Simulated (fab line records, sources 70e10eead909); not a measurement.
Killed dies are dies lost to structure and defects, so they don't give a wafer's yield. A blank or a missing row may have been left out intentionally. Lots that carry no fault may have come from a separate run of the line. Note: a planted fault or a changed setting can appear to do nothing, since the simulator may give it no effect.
Matching of chambers + flow nand harc + NHARC_A_STAIRCASE_ETCH_253 on rie diel-06: 4 sister chambers
The step etches the open film in C4F8/O2, target depth 50 nm, time 20.2 s. 4 wafers are shown with their chamber, then 8 later ones without.

EACH WAFER AND ITS CHAMBER
| wafer  | chamber | rf vpp V (V) |
|--------|---------|--------------|
| L081.3 | 2       | 892          |
| L088.4 | 1       | 897          |
| L090.5 | 3       | 902          |
| L093.1 | 0       | 887          |

WAFERS WITH NO CHAMBER GIVEN
| wafer  | rf vpp V (V) |
|--------|--------------|
| L093.5 | 887          |
| L093.6 | 902          |
| L095.2 | 891          |
| L095.3 | 886          |
| L095.6 | 886          |
| L097.2 | 902          |
| L097.3 | 895          |
| L097.5 | 887          |

WHICH CHAMBER EACH WENT THROUGH
| wafer  | from the rows above     | in truth |
|--------|-------------------------|----------|
| L093.5 | 0                       | 0        |
| L093.6 | 3                       | 3        |
| L095.2 | 2                       | 2        |
| L095.3 | 0                       | 0        |
| L095.6 | 0                       | 0        |
| L097.2 | 3                       | 3        |
| L097.3 | can't be placed: 1 or 2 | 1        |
| L097.5 | 0                       | 0        |
Placed correctly: 7 of 8. Not placeable from these rows: 1 (in 1, the candidates include the true chamber). 0 placed wrongly.
How it was worked out, from the rows above alone: a wafer's distance from a chamber is the root of the sum, over the readings, of the square of ((its reading less the chamber's mean) divided by the reading's scatter). If the next closest chamber is less than 2 further off than the closest, the wafer can't be placed; otherwise it belongs to the closest. For every chamber, the mean is computed from those of its wafers that are shown. The scatter: root of mean squared gap, hidden wafer to nearest shown wafer, with one shown wafer a chamber.
